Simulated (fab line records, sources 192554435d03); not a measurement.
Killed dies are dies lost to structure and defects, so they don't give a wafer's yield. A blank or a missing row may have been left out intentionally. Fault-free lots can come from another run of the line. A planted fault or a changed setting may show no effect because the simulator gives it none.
Problem report in the 8D (eight disciplines) form, filled by code	flow n5 finfet	the parts of the form that need people (team, actions taken, sign-off) are left out

## 1. THE ISSUE
Wafers without a fault read 1500.2 rpm, standard deviation 1; spin speed rpm at N5_MOL_CONTACT_COAG_COAT_104 reads a mean of 1452.3 rpm on 6 wafers belonging to 2 lots. That is -48 standard deviations from the usual mean.
The step: time 60 s, resist thk 12 nm.
Earliest sighting: wafer L817.3 on litho track-02 at day 9 08:38. The record has a number at this step for 12 wafers belonging to 4 lots. The rule behind "out" and "out of limits": a value lying over 4 standard deviations away from the usual mean. The rest of the wafers with a number are treated as sound.

## 2. WHAT IT IS AND WHAT IT IS NOT
question	is	is not
which readings at this step	spin speed rpm	heater power total W
which lots	L817, L818	L799, L821
which wafers of those lots	all that have a number	-
read on which tools	litho track-02	litho track-03
when	from day 9 08:38	up to then (3 sound wafers); but 3 sound wafers of L821 came after

## 3. WHAT RULES OUT EACH SUSPECT
Counting: any tool at a process step up to the reading is kept as a suspect provided that every lot that is out went through it and no sound lot did after the first of them.
- litho track-02 at N5_MOL_CONTACT_COAG_COAT_104 (time 60 s, resist thk 12 nm): kept. It processed each lot that is out, first L817 at day 9 08:38, and no sound lot thereafter; up to then, the last sound lot it processed was L799 at day 4 23:35. Its own readings are out on those wafers: spin speed rpm.
After counting, what remains is litho track-02 at N5_MOL_CONTACT_COAG_COAT_104.

## 4. THE CAUSE (what the simulator had put in)
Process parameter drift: litho track-02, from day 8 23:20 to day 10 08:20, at N5_MOL_CONTACT_COAG_COAT_104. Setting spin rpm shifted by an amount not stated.
Only this tool survived the counting.

## 5. THE CHAIN OF EFFECTS, in route order
Each row: a reading where the mean over the struck wafers with a number is more than 3 standard deviations away from the usual. Only readings for which the record gives a usual standard deviation are gone through. hours: the time from each lot's start at the first step in this table that gives one to its start at this step, as a median over the lots. sigmas: the change in usual standard deviations.
hours	step	reading	usual	on struck wafers	change	sigmas
0	N5_MOL_CONTACT_COAG_COAT_104	spin speed rpm	1500.2 rpm	1452.3	-47.9	-48
Here are the process steps it includes:
- N5_MOL_CONTACT_COAG_COAT_104: time 60 s, resist thk 12 nm.
Later steps that measure or inspect, where all struck wafers having a row at the step show a number for every such reading and not one has moved that far: N5_BEOL_M4_RC_MEAS_101.

## 6. HOW IT WOULD HAVE BEEN CAUGHT EARLIER
9 hours passed between the start of the fault at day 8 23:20 and the first reading out of limits in this record, taken at day 9 08:38.
